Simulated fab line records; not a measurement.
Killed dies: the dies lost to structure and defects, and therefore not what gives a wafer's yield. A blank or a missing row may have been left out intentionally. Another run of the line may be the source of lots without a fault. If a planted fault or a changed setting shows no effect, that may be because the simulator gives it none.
Which tool was responsible? | flow nand-harc | 7 lots with 21 wafers sampled at 2 steps, on a route of 1302 steps

== WHAT EACH GAUGE READ, for each wafer ==
NHARC_A_CHANNEL_HOLE_D1_INSPECT_12.
lot  | measured     | on                | raw-defect-count
L422 | day 10 00:48 | defect-inspect-02 | 8 2 8
L424 | day 11 04:41 | defect-inspect-02 | 2 2 4
L426 | day 12 04:49 | defect-inspect-01 | 3 9 4
L429 | day 13 09:24 | defect-inspect-02 | 13 7 6
L431 | day 13 16:23 | defect-inspect-02 | 6 3 5
L433 | day 14 12:20 | defect-inspect-02 | 7 5 4
L435 | day 15 06:20 | defect-inspect-02 | 4 9 5

== WHAT TOOL EACH LOT RAN ON (gives the tool, then ch and the chambers of the sampled wafers, and finally the start) ==
lot  | NHARC_A_CHANNEL_HOLE_D1_DEP_00
L422 | acl-dep-02 ch 0, day 9 22:47
L424 | acl-dep-03 ch 0, day 11 02:04
L426 | acl-dep-01 ch 0, day 12 02:20
L429 | acl-dep-01 ch 0, day 13 06:47
L431 | acl-dep-02 ch 0, day 13 14:14
L433 | acl-dep-03 ch 0, day 14 10:10
L435 | acl-dep-03 ch 0, day 15 03:46
- NHARC_A_CHANNEL_HOLE_D1_DEP_00: deposits aC, target thk 3100 nm.

== THE ANSWER, worked out from the rows above alone ==
Rule: the lots themselves supply what counts as usual. Put in order of their means at a reading, lots are off if they are a third of the lots or fewer, leave a main group of 4 or more, and stand apart from it by a gap of 3 or more times the standard deviation of the main group's means; of several such gaps the widest counts. A main group is skipped when, at the precision printed for the reading in the tables above, its means are all equal. Also off: a lot with no number at a reading for which 4 or more lots have one. Where the step has rows for the other lots, those lots are counted as sound.
Across all readings shown, no lot is off: no conclusion can be drawn from this.

== WHAT WAS PUT IN BY THE SIMULATOR ==
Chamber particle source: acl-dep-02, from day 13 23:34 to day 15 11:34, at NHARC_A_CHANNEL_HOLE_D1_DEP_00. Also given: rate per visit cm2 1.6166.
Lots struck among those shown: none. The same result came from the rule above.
